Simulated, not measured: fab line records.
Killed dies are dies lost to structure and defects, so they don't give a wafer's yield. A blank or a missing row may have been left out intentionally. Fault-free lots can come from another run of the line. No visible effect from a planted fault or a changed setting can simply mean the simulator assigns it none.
Matching of chambers | flow n5_finfet | pecvd-04 running N5_BEOL_M15_ILD_DEP_00: 3 sister chambers
The step deposits SiO2 from TEOS/O2, target thk 1629.3 nm, time 346.1 s. 16 wafers are shown with their chamber, then 8 later ones without.

## WAFERS PAIRED WITH THEIR CHAMBERS
wafer  | chamber | throttle_valve_pct (%) | showerhead_plenum_p_Torr (Torr) | heater_power_w (W)
L075.3 | 0       | 18.1                   | 8.29                            | 544
L075.4 | 0       | 18.1                   | 8.31                            | 413
L075.6 | 1       | 18.8                   | 8.28                            | 439
L074.2 | 2       | 19.1                   | 8.38                            | 553
L074.5 | 2       | 19.2                   | 8.38                            | 398
L074.6 | 1       | 19.1                   | 8.30                            | 432
L081.3 | 1       | 19.3                   | 8.29                            | 577
L081.4 | 0       | 18.2                   | 8.26                            | 414
L081.5 | 2       | 19.0                   | 8.38                            | 408
L085.1 | 1       | 19.3                   | 8.30                            | 577
L085.2 | 2       | 19.2                   | 8.38                            | 458
L085.3 | 0       | 18.0                   | 8.25                            | 513
L085.4 | 0       | 18.0                   | 8.26                            | 421
L085.5 | 2       | 19.2                   | 8.39                            | 543
L085.6 | 1       | 19.1                   | 8.30                            | 436
L089.1 | 0       | 18.0                   | 8.26                            | 448

SIGNATURES, as means of the wafers listed above
reading                  | chamber 0 | chamber 1 | chamber 2 | scatter within a chamber
throttle_valve_pct       | 18.067    | 19.120    | 19.140    | 0.134
showerhead_plenum_p_Torr | 8.2717    | 8.2940    | 8.3820    | 0.0154
heater_power_w           | 458.83    | 492.20    | 472.00    | 68.6
Rule: distance of a wafer from a chamber = root of the sum over the readings of ((wafer's reading minus chamber's mean) / reading's scatter) squared. The wafer belongs to the nearest chamber; if the next one is less than 2 further off, it can't be placed. The scatter: take each reading less its chamber's mean, square it, sum over the shown wafers, divide by the number of wafers less the number of chambers, and take the root.

## WAFERS WHOSE CHAMBER IS MISSING
wafer  | throttle_valve_pct (%) | showerhead_plenum_p_Torr (Torr) | heater_power_w (W)
L089.4 | 18.2                   | 8.27                            | 534
L089.6 | 19.2                   | 8.38                            | 530
L094.1 | 18.9                   | 8.30                            | 550
L094.4 | 19.5                   | 8.37                            | 409
L094.5 | 17.9                   | 8.30                            | 408
L096.3 | 17.8                   | 8.28                            | 408
L096.4 | 19.4                   | 8.38                            | 525
L096.6 | 18.2                   | 8.31                            | 503

## WHICH CHAMBER EACH WENT THROUGH
wafer  | from the rows above | in truth
L089.4 | 0                   | 0
L089.6 | 2                   | 2
L094.1 | 1                   | 1
L094.4 | 2                   | 2
L094.5 | 0                   | 0
L096.3 | 0                   | 0
L096.4 | 2                   | 2
L096.6 | 0                   | 0
Placed correctly: 8 of 8. Can't be placed from these rows: 0. Placed wrongly: 0.
